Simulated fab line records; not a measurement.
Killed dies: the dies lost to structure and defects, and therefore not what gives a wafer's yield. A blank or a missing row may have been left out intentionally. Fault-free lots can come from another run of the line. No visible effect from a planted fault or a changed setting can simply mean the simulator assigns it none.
Which tool was responsible? + flow n5 finfet + Sampling: 21 lots, 63 wafers, 5 of 1938 route steps

## WHAT THE GAUGES READ, wafer by wafer
N5_HKMG_FIN_OVL_MEAS_13.
| lot  | measured    | on         | NWFM_OVL (nm)  |
|------|-------------|------------|----------------|
| L074 | day 4 04:40 | overlay-01 | 0.6 0.7 -0.8   |
| L075 | day 4 09:29 | overlay-02 | 0.4 0.0 0.2    |
| L076 | day 4 19:43 | overlay-02 | 0.2 0.1 -0.2   |
| L077 | day 5 00:21 | overlay-01 | 0.5 0.0 -0.9   |
| L078 | day 5 07:08 | overlay-02 | -1.7 -0.7 -0.2 |
| L079 | day 5 17:41 | overlay-01 | -1.2 -1.5 0.3  |
| L082 | day 6 06:05 | overlay-01 | 0.7 -1.8 -0.2  |
| L083 | day 6 12:08 | overlay-01 | 0.1 0.6 0.4    |
| L084 | day 6 19:00 | overlay-01 | 0.2 0.2 1.0    |
| L086 | day 7 07:32 | overlay-02 | -0.9 -1.5 0.7  |
| L085 | day 7 08:04 | overlay-02 | 0.9 0.7 -0.6   |
| L088 | day 7 18:07 | overlay-01 | -0.1 -0.2 -1.1 |
| L089 | day 8 00:09 | overlay-02 | 0.9 0.7 1.1    |
| L091 | day 8 08:56 | overlay-01 | -0.4 0.6 -0.3  |
| L090 | day 8 09:46 | overlay-02 | -0.2 -0.6 0.3  |
| L092 | day 8 19:00 | overlay-01 | 0.7 2.3 1.5    |
| L093 | day 8 21:56 | overlay-01 | -0.3 -1.5 -2.3 |
| L094 | day 9 02:02 | overlay-02 | 1.1 -0.3 0.4   |
| L095 | day 9 08:35 | overlay-01 | 0.4 0.0 0.2    |
| L096 | day 9 18:02 | overlay-01 | 0.8 -0.1 0.0   |
| L097 | day 9 21:57 | overlay-01 | 1.3 -1.5 0.2   |

N5_GATE_CUT_INSPECT_26: inspects for defects (darkfield).
| lot  | measured     | on                | raw defect count |
|------|--------------|-------------------|------------------|
| L074 | day 4 16:23  | defect inspect-02 | 47 63 73         |
| L075 | day 4 21:59  | defect inspect-02 | 34 28 35         |
| L076 | day 5 09:49  | defect inspect-02 | 34 28 35         |
| L077 | day 5 12:20  | defect inspect-02 | 82 59 83         |
| L078 | day 5 19:07  | defect inspect-01 | 30 31 13         |
| L079 | day 6 05:44  | defect inspect-01 | 12 33 31         |
| L082 | day 6 18:09  | defect inspect-02 | 14 20 52         |
| L083 | day 7 00:01  | defect inspect-02 | 24 21 23         |
| L084 | day 7 07:29  | defect inspect-02 | 31 58 54         |
| L086 | day 7 20:18  | defect inspect-02 | 22 53 21         |
| L085 | day 7 20:40  | defect inspect-01 | 50 18 22         |
| L088 | day 8 06:07  | defect inspect-01 | 42 28 41         |
| L089 | day 8 11:54  | defect inspect-01 | 79 37 60         |
| L091 | day 8 21:07  | defect inspect-02 | 16 30 24         |
| L090 | day 8 23:08  | defect inspect-02 | 49 30 40         |
| L092 | day 9 07:13  | defect inspect-01 | 51 41 34         |
| L093 | day 9 10:00  | defect inspect-02 | 9 22 25          |
| L094 | day 9 14:20  | defect inspect-01 | 29 45 28         |
| L095 | day 9 20:36  | defect inspect-01 | 33 39 41         |
| L096 | day 10 06:14 | defect inspect-01 | 26 29 42         |
| L097 | day 10 09:39 | defect inspect-01 | 53 22 29         |

## EACH LOT AND THE TOOL THAT RAN IT (in order: tool; ch and the chambers of the sampled wafers; start)
| lot  | N5_HKMG_FIN_ETCH_58               | N5_HKMG_FIN_CVD_62                      | N5_HKMG_FIN_STRIP_34              |
|------|-----------------------------------|-----------------------------------------|-----------------------------------|
| L074 | rie diel-04 ch 0,1,3, day 4 01:43 | thermal cvd si-01 ch 0,1,2, day 4 03:08 | rie diel-06 ch 0,1,3, day 4 05:01 |
| L075 | rie diel-04 ch 0,1,2, day 4 06:37 | thermal cvd si-02 ch 0,1, day 4 08:02   | rie diel-04 ch 0,2,3, day 4 09:50 |
| L076 | rie diel-04 ch 0,1,2, day 4 16:49 | thermal cvd si-01 ch 1,2, day 4 18:14   | rie diel-01 ch 0,1,2, day 4 20:03 |
| L077 | rie diel-04 ch 0,2,3, day 4 21:07 | thermal cvd si-02 ch 0,1,2, day 4 22:34 | rie diel-01 ch 0,1,2, day 5 00:41 |
| L078 | rie diel-04 ch 0,1,3, day 5 04:07 | thermal cvd si-01 ch 0,1,2, day 5 05:32 | rie diel-04 ch 0,2,3, day 5 07:40 |
| L079 | rie diel-04 ch 1,2,3, day 5 14:25 | thermal cvd si-02 ch 0,1,2, day 5 15:56 | rie diel-01 ch 0,2,3, day 5 18:02 |
| L082 | rie diel-06 ch 1,3, day 6 02:51   | thermal cvd si-01 ch 0,1, day 6 04:16   | rie diel-06 ch 2,3, day 6 06:26   |
| L083 | rie diel-04 ch 0,2,3, day 6 09:06 | thermal cvd si-02 ch 0,1,2, day 6 10:32 | rie diel-04 ch 0,2,3, day 6 12:28 |
| L084 | rie diel-01 ch 1,3, day 6 15:58   | thermal cvd si-01 ch 1,2, day 6 17:23   | rie diel-01 ch 1,2, day 6 20:03   |
| L086 | rie diel-01 ch 2,3, day 7 04:16   | thermal cvd si-02 ch 0,2, day 7 05:58   | rie diel-04 ch 1,3, day 7 07:53   |
| L085 | rie diel-01 ch 1,2,3, day 7 05:03 | thermal cvd si-01 ch 0,1,2, day 7 06:29 | rie diel-06 ch 0,1,3, day 7 08:41 |
| L088 | rie diel-04 ch 0,1,2, day 7 15:01 | thermal cvd si-01 ch 0,1, day 7 16:27   | rie diel-01 ch 0,2, day 7 18:27   |
| L089 | rie diel-06 ch 1,3, day 7 21:08   | thermal cvd si-02 ch 1,2, day 7 22:34   | rie diel-04 ch 1,2, day 8 00:31   |
| L091 | rie diel-01 ch 1,2,3, day 8 05:56 | thermal cvd si-01 ch 0,1,2, day 8 07:21 | rie diel-01 ch 1,2,3, day 8 09:37 |
| L090 | rie diel-06 ch 1,2, day 8 06:39   | thermal cvd si-02 ch 1,2, day 8 08:05   | rie diel-01 ch 0,3, day 8 10:07   |
| L092 | rie diel-01 ch 0,1,2, day 8 16:07 | thermal cvd si-01 ch 0,1,2, day 8 17:32 | rie diel-01 ch 0,1,2, day 8 19:33 |
| L093 | rie diel-04 ch 0,2, day 8 18:56   | thermal cvd si-02 ch 1,2, day 8 20:22   | rie diel-06 ch 0,1,2, day 8 22:43 |
| L094 | rie diel-01 ch 0,2,3, day 8 22:44 | thermal cvd si-01 ch 0,1, day 9 00:11   | rie diel-01 ch 1,2, day 9 02:24   |
| L095 | rie diel-06 ch 0,1,3, day 9 05:41 | thermal cvd si-02 ch 0,1, day 9 07:07   | rie diel-06 ch 0,1,2, day 9 08:56 |
| L096 | rie diel-06 ch 0,2,3, day 9 14:46 | thermal cvd si-01 ch 0,1,2, day 9 16:15 | rie diel-01 ch 1,3, day 9 18:28   |
| L097 | rie diel-06 ch 0,1,2, day 9 19:02 | thermal cvd si-02 ch 0,1, day 9 20:28   | rie diel-04 ch 2,3, day 9 22:25   |
- N5_HKMG_FIN_ETCH_58: etches SOC in N2/H2, target depth 215.8 nm, time 741 s.
- N5_HKMG_FIN_CVD_62: deposits a-Si from Si2H6, target thk 3 nm, time 20.8 s.
- N5_HKMG_FIN_STRIP_34: strips in CF4.

## AS READ BY THE TOOLS THEMSELVES (means over the sampled wafers that have a number; for cases with no such wafer, the mark the record gives instead)
N5_HKMG_FIN_ETCH_58.
| lot  | tool        | chamber pressure mTorr (mTorr) | drypump motor current A (A) | oes product au (a.u.) | rf vpp V (V) | showerhead plenum p Torr (Torr) | throttle valve pct (%) |
|------|-------------|--------------------------------|-----------------------------|-----------------------|--------------|---------------------------------|------------------------|
| L074 | rie diel-04 | 30.020                         | 5.6                         | 0.74                  | 99.0         | 2.50                            | 17.85                  |
| L075 | rie diel-04 | 30.003                         | 5.9                         | 0.72                  | 99.0         | 2.49                            | 18.07                  |
| L076 | rie diel-04 | 29.999                         | 5.9                         | 0.71                  | 98.8         | 2.49                            | 18.07                  |
| L077 | rie diel-04 | 30.021                         | 5.9                         | 0.73                  | 98.5         | 2.45                            | 17.97                  |
| L078 | rie diel-04 | 29.978                         | 5.6                         | 0.74                  | 100.1        | 2.49                            | 17.86                  |
| L079 | rie diel-04 | 30.000                         | 5.9                         | 0.73                  | 99.2         | 2.46                            | 17.87                  |
| L082 | rie diel-06 | 30.006                         | 5.9                         | 0.72                  | 99.3         | 2.56                            | 17.82                  |
| L083 | rie diel-04 | 30.016                         | 5.9                         | 0.72                  | 99.0         | 2.45                            | 17.99                  |
| L084 | rie diel-01 | 29.995                         | 5.5                         | 0.94                  | 99.1         | 2.57                            | 17.56                  |
| L086 | rie diel-01 | 30.006                         | 5.6                         | 0.80                  | 98.1         | 2.56                            | 17.66                  |
| L085 | rie diel-01 | 30.000                         | 5.4                         | 0.87                  | 98.8         | 2.55                            | 17.59                  |
| L088 | rie diel-04 | 29.984                         | 5.9                         | 0.79                  | 99.4         | 2.58                            | 17.96                  |
| L089 | rie diel-06 | 29.976                         | 5.8                         | 0.71                  | 98.3         | 2.55                            | 17.84                  |
| L091 | rie diel-01 | 29.975                         | 5.4                         | 0.85                  | 98.9         | 2.54                            | 17.61                  |
| L090 | rie diel-06 | 29.981                         | 5.4                         | 0.78                  | 99.6         | 2.51                            | 17.77                  |
| L092 | rie diel-01 | 30.012                         | 5.2                         | 0.86                  | 99.1         | 2.54                            | 17.72                  |
| L093 | rie diel-04 | 30.017                         | 5.9                         | 0.78                  | 99.4         | 2.58                            | 18.09                  |
| L094 | rie diel-01 | 30.029                         | 5.5                         | 0.85                  | 99.5         | 2.58                            | 17.77                  |
| L095 | rie diel-06 | 30.044                         | 5.9                         | 0.72                  | 100.2        | 2.60                            | 17.87                  |
| L096 | rie diel-06 | 29.978                         | 5.9                         | 0.80                  | 99.7         | 2.60                            | 17.77                  |
| L097 | rie diel-06 | 29.979                         | 5.4                         | 0.78                  | 98.1         | 2.55                            | 17.80                  |

N5_HKMG_FIN_CVD_62.
| lot  | tool              | chamber pressure Torr (Torr) | heater power w (W) |
|------|-------------------|------------------------------|--------------------|
| L074 | thermal cvd si-01 | 1.0002                       | 1349               |
| L075 | thermal cvd si-02 | 0.9982                       | 1365               |
| L076 | thermal cvd si-01 | 0.9981                       | 1429               |
| L077 | thermal cvd si-02 | 0.9996                       | 1310               |
| L078 | thermal cvd si-01 | 0.9995                       | 1353               |
| L079 | thermal cvd si-02 | 0.9983                       | 1312               |
| L082 | thermal cvd si-01 | 0.9991                       | 1326               |
| L083 | thermal cvd si-02 | 0.9999                       | 1322               |
| L084 | thermal cvd si-01 | 1.0006                       | 1391               |
| L086 | thermal cvd si-02 | 1.0000                       | 1196               |
| L085 | thermal cvd si-01 | 0.9978                       | 1354               |
| L088 | thermal cvd si-01 | 1.0009                       | 1385               |
| L089 | thermal cvd si-02 | 1.0021                       | 1409               |
| L091 | thermal cvd si-01 | 1.0007                       | 1372               |
| L090 | thermal cvd si-02 | 1.0001                       | 1450               |
| L092 | thermal cvd si-01 | 0.9974                       | 1400               |
| L093 | thermal cvd si-02 | 0.9973                       | 1432               |
| L094 | thermal cvd si-01 | 0.9989                       | 1393               |
| L095 | thermal cvd si-02 | 1.0012                       | 1289               |
| L096 | thermal cvd si-01 | 1.0000                       | 1371               |
| L097 | thermal cvd si-02 | 0.9993                       | 1296               |

N5_HKMG_FIN_STRIP_34.
| lot  | tool        | chamber pressure mTorr (mTorr) | drypump motor current A (A) | oes product au (a.u.) | power w (W) | rf vpp V (V) | showerhead plenum p Torr (Torr) | throttle valve pct (%) |
|------|-------------|--------------------------------|-----------------------------|-----------------------|-------------|--------------|---------------------------------|------------------------|
| L074 | rie diel-06 | 50.03                          | 5.9                         | 0.75                  | 300.0       | 272.4        | 1.84                            | 13.64                  |
| L075 | rie diel-04 | 50.01                          | 5.9                         | 0.73                  | 299.0       | 269.1        | 1.74                            | 13.73                  |
| L076 | rie diel-01 | 49.97                          | 5.2                         | 0.71                  | 300.9       | 271.4        | 1.80                            | 13.76                  |
| L077 | rie diel-01 | 49.99                          | 5.2                         | 0.71                  | 300.2       | 271.3        | 1.80                            | 13.76                  |
| L078 | rie diel-04 | 49.98                          | 5.9                         | 0.72                  | 300.6       | 269.9        | 1.74                            | 13.75                  |
| L079 | rie diel-01 | 50.00                          | 5.5                         | 0.79                  | 299.5       | 271.4        | 1.82                            | 13.64                  |
| L082 | rie diel-06 | 49.99                          | 6.3                         | 0.74                  | 298.8       | 272.6        | 1.83                            | 13.71                  |
| L083 | rie diel-04 | 50.00                          | 5.9                         | 0.71                  | 299.2       | 269.2        | 1.73                            | 13.77                  |
| L084 | rie diel-01 | 50.03                          | 5.3                         | 0.80                  | 299.8       | 271.7        | 1.78                            | 13.38                  |
| L086 | rie diel-04 | 50.00                          | 5.6                         | 0.73                  | 300.2       | 270.0        | 1.74                            | 13.50                  |
| L085 | rie diel-06 | 50.00                          | 5.9                         | 0.74                  | 299.8       | 273.0        | 1.83                            | 13.69                  |
| L088 | rie diel-01 | 49.95                          | 5.5                         | 0.80                  | 300.3       | 271.0        | 1.81                            | 13.52                  |
| L089 | rie diel-04 | 49.97                          | 6.2                         | 0.87                  | 300.2       | 272.6        | 1.86                            | 13.46                  |
| L091 | rie diel-01 | 50.00                          | 5.4                         | 0.83                  | 300.4       | 270.9        | 1.79                            | 13.37                  |
| L090 | rie diel-01 | 49.99                          | 5.7                         | 0.90                  | 300.1       | 271.9        | 1.83                            | 13.46                  |
| L092 | rie diel-01 | 50.00                          | 5.3                         | 0.84                  | 299.8       | 270.9        | 1.79                            | 13.45                  |
| L093 | rie diel-06 | 50.00                          | 5.4                         | 0.78                  | 300.2       | 270.6        | 1.80                            | 13.59                  |
| L094 | rie diel-01 | 50.01                          | 5.1                         | 0.83                  | 300.3       | 270.4        | 1.77                            | 13.33                  |
| L095 | rie diel-06 | 50.00                          | 5.4                         | 0.78                  | 300.1       | 270.8        | 1.80                            | 13.60                  |
| L096 | rie diel-01 | 49.99                          | 5.1                         | 0.87                  | 298.7       | 271.6        | 1.78                            | 13.30                  |
| L097 | rie diel-04 | 49.98                          | 6.2                         | 0.84                  | 300.0       | 271.7        | 1.84                            | 13.43                  |

## THE ANSWER, worked out from the rows above alone
Rule: the usual values come from the lots themselves. The widest of any qualifying gaps counts: lots, ordered by their means at a reading, are off when they make up no more than a third of the lots, leave a main group of 4 or more, and stand apart from it by 3 or more times the standard deviation of that group's means. The tables above print the reading to a certain number of digits; a main group whose means all agree to those digits is not used. A lot without any number at a reading at which 4 lots or more have one is off too. All remaining lots with rows at the step are treated as sound. The gauges are gone through in route order, then the tools' own readings, and for those a lot's mean is taken as printed above. At the first step where some lot is off, the reading lying furthest off is the one used; lots without a number count as furthest.
No lot is off at any reading shown: from this, nothing can be told.

## WHAT THE SIMULATOR PUT IN
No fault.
